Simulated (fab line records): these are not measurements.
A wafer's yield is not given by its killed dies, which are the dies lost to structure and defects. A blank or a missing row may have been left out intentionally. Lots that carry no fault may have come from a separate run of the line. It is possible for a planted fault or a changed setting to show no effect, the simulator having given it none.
Problem report, 8D (eight disciplines) form, completed by code + flow nandHarc + the parts of the form that need people (team, actions taken, sign-off) are left out

1. WHAT WENT WRONG
killedAtArray at NHARC_END_SORT_01 reads a mean of 671 on 6 wafers of 2 lots; wafers without a fault read 53 with a standard deviation of 18. That is +34 standard deviations from the usual mean.
Seen first at day 27 20:40 on prober-02, wafer L950.2. The record holds 6 wafers of 2 lots with a number at this step. Rule for "out", or "out of limits": more than 4 standard deviations from the usual mean. Any other wafer with a number is counted as sound.

2. WHAT THIS IS AND IS NOT
| question                    | is                        | is not                      |
|-----------------------------|---------------------------|-----------------------------|
| which readings at this step | killedAtArray, killedDies | killedAtOther, killedOpen   |
| which lots                  | L950, L951                | -                           |
| which wafers of those lots  | all that have a number    | -                           |
| read on which gauges        | prober-02                 | -                           |
| when                        | from day 27 20:40         | up to then (0 sound wafers) |

3. THE SUSPECTS, EACH WITH WHAT RULES IT OUT
Counting: a tool at any process step up to the reading remains a suspect when it ran all the lots that are out and ran no sound lot after the first of those.
- the gauge at NHARC_END_SORT_01: kept. All the wafers that are out were read on prober-02, and no step on other tools shows them out.
- pecvdOnon-03 at NHARC_A_ONON_D1_DEP_22 (target thk 1000 nm): kept. It ran every lot that is out, first L950 (day 11 11:23), and no sound lot after that.
Remaining after the count are pecvdOnon-03 at NHARC_A_ONON_D1_DEP_22 and prober-02 at NHARC_END_SORT_01.

4. THE CAUSE (what the simulator had put in)
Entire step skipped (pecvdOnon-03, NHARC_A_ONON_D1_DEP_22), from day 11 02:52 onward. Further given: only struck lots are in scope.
Counting left 2 suspects, and this tool is among them.

5. SEQUENCE OF EFFECTS, ordered by route
Rows list readings where the struck wafers' mean (over those with a number) sits beyond 3 standard deviations from the usual. Only readings for which the record gives a usual standard deviation are gone through. hours: the time from each lot's start at the first step in this table that gives one to its start at this step, as a median over the lots. sigmas: the change in usual standard deviations.
| hours | step              | reading       | usual | on struck wafers | change | sigmas |
|-------|-------------------|---------------|-------|------------------|--------|--------|
| 0     | NHARC_END_SORT_01 | killedAtArray | 53    | 671              | +618   | +34    |
| 0     | NHARC_END_SORT_01 | killedDies    | 58    | 677              | +619   | +34    |
Readings that are blank on the struck wafers while sound wafers have them: n2FlowSccm at NHARC_A_ONON_D1_DEP_22; n2oFlowSccm at NHARC_A_ONON_D1_DEP_22.

6. WHAT WOULD HAVE CAUGHT IT SOONER
402 hours passed between the start of the fault at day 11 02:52 and the first reading out of limits at a measuring or inspecting step in this record, taken at day 27 20:40.
At NHARC_A_ONON_D1_DEP_22 the tool's readings are blank on the struck wafers, where sound wafers have them: an empty tool record is the first sign, and it was there at once.
The start of NHARC_A_ONON_D1_DEP_22 on pecvdOnon-03 came by day 27 20:40 for every one of the lots that are out (2). Tool hold at that time: it would have spared none of them.
